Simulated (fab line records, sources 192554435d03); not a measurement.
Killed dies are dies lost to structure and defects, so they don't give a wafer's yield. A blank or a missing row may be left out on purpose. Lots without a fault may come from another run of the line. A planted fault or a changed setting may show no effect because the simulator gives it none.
One fault seen from 3 desks | flow n5_finfet | each desk has only its own numbers; what lay behind them comes last

THE DEFECT DESK
What the inspections along the route counted, lot by lot: means of the sampled wafers that have a number. A lot is out of limits, marked OUT, if its mean lies more than 4 standard deviations from the usual mean; the brackets give that distance.
Columns: A = raw_defect_count at N5_BEOL_M1_INSPECT_13, usual 434
lot  | first seen here | A
L141 | day 7 03:17     | 469
L143 | day 7 11:53     | 541
L157 | day 10 21:35    | 524
L159 | day 11 12:46    | 347
L161 | day 11 22:44    | 378
This desk's finding: nothing out of limits on any of the 5 lots.

THE METROLOGY DESK
What the gauges read, lot by lot, whatever tool the lot ran on: means of the sampled wafers that have a number. A lot is out of limits, marked OUT, if its mean lies more than 4 standard deviations from the usual mean; the brackets give that distance. Of its 12 readings 7 are shown: those that lie furthest out on some lot.
Columns: A = DIBL_P at N5_BEOL_M4_RC_MEAS_101, usual 36.5 mV/V; B = IOFF_N at N5_BEOL_M4_RC_MEAS_101, usual 0.163 nA/um; C = IOFF_P at N5_BEOL_M4_RC_MEAS_101, usual 0.219 nA/um; D = ION_N at N5_BEOL_M4_RC_MEAS_101, usual 675 uA/um; E = ION_P at N5_BEOL_M4_RC_MEAS_101, usual 464 uA/um; F = VT_N at N5_BEOL_M4_RC_MEAS_101, usual 249.7 mV; G = VT_P at N5_BEOL_M4_RC_MEAS_101, usual -250 mV
lot  | first seen here | A    | B     | C     | D   | E   | F     | G
L141 | day 7 03:12     | 37.2 | 0.150 | 0.200 | 664 | 457 | 252.1 | -253
L143 | day 7 11:47     | 36.6 | 0.178 | 0.215 | 678 | 465 | 250.2 | -252
L157 | day 10 21:29    | 37.0 | 0.173 | 0.217 | 678 | 457 | 249.2 | -250
L159 | day 11 12:40    | 35.7 | 0.147 | 0.178 | 664 | 453 | 252.3 | -254
L161 | day 11 22:38    | 34.5 | 0.139 | 0.207 | 673 | 468 | 250.8 | -249
This desk's finding: nothing out of limits on any of the 5 lots.

THE TOOL OWNER'S DESK: rie_diel-04
The tool's own readings at N5_BEOL_M1_ETCH_64 (etches SOC in N2/H2, target depth 75 nm, overetch 15 nm, time 112.5 s): means of the sampled wafers that have a number, for each lot that ran on this tool. A lot is out of limits, marked OUT, if its mean lies more than 4 standard deviations from the usual mean; the brackets give that distance.
Columns: A = drypump_motor_current_A at N5_BEOL_M1_ETCH_64, usual 5.8 A; B = oes_product_au at N5_BEOL_M1_ETCH_64, usual 0.63 a.u.; C = rf_vpp_V at N5_BEOL_M1_ETCH_64, usual 524.0 V; D = showerhead_plenum_p_Torr at N5_BEOL_M1_ETCH_64, usual 2.55 Torr; E = temp_c at N5_BEOL_M1_ETCH_64, usual 40.01 C; F = throttle_valve_pct at N5_BEOL_M1_ETCH_64, usual 17.9 %
lot  | first seen here | A   | B    | C     | D    | E     | F
L141 | day 7 03:34     | 5.5 | 0.61 | 524.1 | 2.55 | 39.97 | 17.9
L157 | day 10 21:50    | 5.7 | 0.59 | 523.0 | 2.53 | 40.13 | 18.0
This desk's finding: nothing out of limits on any of the 2 lots.

PUT TOGETHER
The defect desk saw nothing out of limits.
The metrology desk saw nothing out of limits.
The tool owner's desk saw nothing out of limits.

WHAT THE SIMULATOR HAD PUT IN
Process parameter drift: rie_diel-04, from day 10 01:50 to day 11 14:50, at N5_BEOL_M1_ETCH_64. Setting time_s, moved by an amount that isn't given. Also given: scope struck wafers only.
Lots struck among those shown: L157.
